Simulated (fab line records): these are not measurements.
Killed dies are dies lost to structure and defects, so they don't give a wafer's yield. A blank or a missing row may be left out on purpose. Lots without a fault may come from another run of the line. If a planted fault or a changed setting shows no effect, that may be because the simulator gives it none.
Chamber matching | flow nand-harc | 3 sister chambers for NHARC_A_STAIRCASE_DEP_417 on pecvd-04
The step deposits Si3N4, target thk 60 nm. 6 wafers are shown with their chamber, then 7 later ones without.

EACH WAFER AND ITS CHAMBER
wafer  | chamber | heater-power-w (W) | showerhead-vpp-V (V)
L085.6 | 0       | 831                | 1424
L089.1 | 1       | 620                | 1327
L089.4 | 1       | 617                | 1314
L089.5 | 0       | 810                | 1409
L090.2 | 2       | 686                | 1394
L090.4 | 2       | 677                | 1355

WAFERS WITHOUT THEIR CHAMBER
wafer  | heater-power-w (W) | showerhead-vpp-V (V)
L090.5 | 661                | 1340
L096.1 | 825                | 1436
L096.2 | 598                | 1317
L096.3 | 671                | 1375
L095.1 | 554                | 1303
L095.2 | 639                | 1364
L095.5 | 822                | 1424

THE CHAMBER EACH PASSED THROUGH
wafer  | from the rows above     | in truth
L090.5 | can't be placed: 2 or 1 | 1
L096.1 | 0                       | 0
L096.2 | 1                       | 1
L096.3 | 2                       | 2
L095.1 | 1                       | 1
L095.2 | can't be placed: 1 or 2 | 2
L095.5 | 0                       | 0
Placed correctly: 5 of 7. These rows do not allow placing 2 (true chamber among the candidates in 2). Number placed wrongly: 0.
How it was worked out, from the rows above alone: a wafer's distance from a chamber is the root of the sum, over the readings, of the square of ((its reading less the chamber's mean) divided by the reading's scatter). If the next closest chamber is less than 2 further off than the closest, the wafer can't be placed; otherwise it belongs to the closest. Each chamber's mean is taken over the wafers shown for it. The scatter is the square root of a quotient: the sum, over the shown wafers, of each reading's squared deviation from its chamber's mean, divided by wafers minus chambers.
